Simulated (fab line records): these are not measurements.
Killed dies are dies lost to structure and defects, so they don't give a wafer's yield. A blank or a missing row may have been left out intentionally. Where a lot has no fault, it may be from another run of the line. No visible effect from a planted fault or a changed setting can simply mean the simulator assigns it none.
Struck lot and sound lot, side by side + flow nandHarc + 14 out of 1302 route steps
Sound: these wafers, L366.1, L366.2, L366.5. Wafers struck: L354.1, L354.5, L354.6. The cause is named last.
Order at every step that has rows: each side's tool, ch and its chambers, its first start. Under that, the readings that differ: sound wafers + struck wafers + difference of the means + sigmas: that difference in standard deviations of wafers without a fault.
alike: a reading whose means differ by less than 2 such deviations, as well as words and numbers matching on both sides. not compared: withheld readings; readings where some wafer has no value; bounds like >300 that might hide an equal value; numbers whose values overlap and for which the record gives no deviation.
The two part at a step that has a row with sigmas, a row that says differs or no value, or rows on one side only. Numbers that have no deviation but don't overlap get no sigmas and don't part them. Lack of a reading on every wafer of one side parts them only where that side has two or more wafers.

first, 4 steps without rows for these wafers: NHARC_P_GATE_EBR_07; NHARC_P_GATE_EXPOSE_08 (exposes mask P HV); NHARC_P_GATE_PEB_09 (peb time 85 s); NHARC_P_GATE_DEVELOP_10 (time 70 s).
NHARC_P_GATE_CD_MEAS_11 targets a cd of 1640 nm.
  sound on cdSem-03 ch 0, day 10 14:14; struck on cdSem-03 ch 0, day 5 06:22
  alike: cdNm
then, 1 step without rows for these wafers: NHARC_P_GATE_HARDBAKE_12 (time 80 s).
NHARC_P_GATE_DESCUM_13: chemistry O2, time 3 s.
  sound on rieDiel-06 ch 1,2,3, day 10 14:24; struck on rieDiel-08 ch 0,1, day 5 06:32
  alike: drypumpMotorCurrentA, oesProductAu, rfVppV, showerheadPlenumPTorr, throttleValvePct
  not compared: rfHoursCounterH
then, 5 steps without rows for these wafers: NHARC_P_GATE_ETCH_14 (etches SiO2 in dHF, target depth 48.8 nm); NHARC_P_GATE_STRIP_15 (strips in SPM, time 780 s); NHARC_P_GATE_PRECLEAN_71 (cleans in SC1); NHARC_P_GATE_SRD_72; NHARC_P_GATE_OXIDE_16 (material SiO2, target thk 3 nm, ox time 392 s).
NHARC_P_GATE_CVD_17: deposits poly-Si, target thk 150 nm, time 900 s.
  sound on lpcvdPoly-03 ch 0, day 11 00:32; struck on lpcvdPoly-04 ch 0, day 5 19:06
  alike: spikeTcUpperC
NHARC_P_GATE_HM_DEP_102: deposits aC, target thk 120 nm.
  sound on aclDep-03 ch 0, day 11 03:14; struck on aclDep-01 ch 0, day 5 22:03
| reading            | sound                | struck | difference                    | sigmas |
|--------------------|----------------------|--------|-------------------------------|--------|
| susceptorTempC (C) | 399.72 400.00 400.04 | - - -  | no value on the struck wafers |        |
  alike: throttleValvePct

## WHERE THEY PART
Only at NHARC_P_GATE_HM_DEP_102, as far as this record shows.

WHY: what had been put in by the simulator
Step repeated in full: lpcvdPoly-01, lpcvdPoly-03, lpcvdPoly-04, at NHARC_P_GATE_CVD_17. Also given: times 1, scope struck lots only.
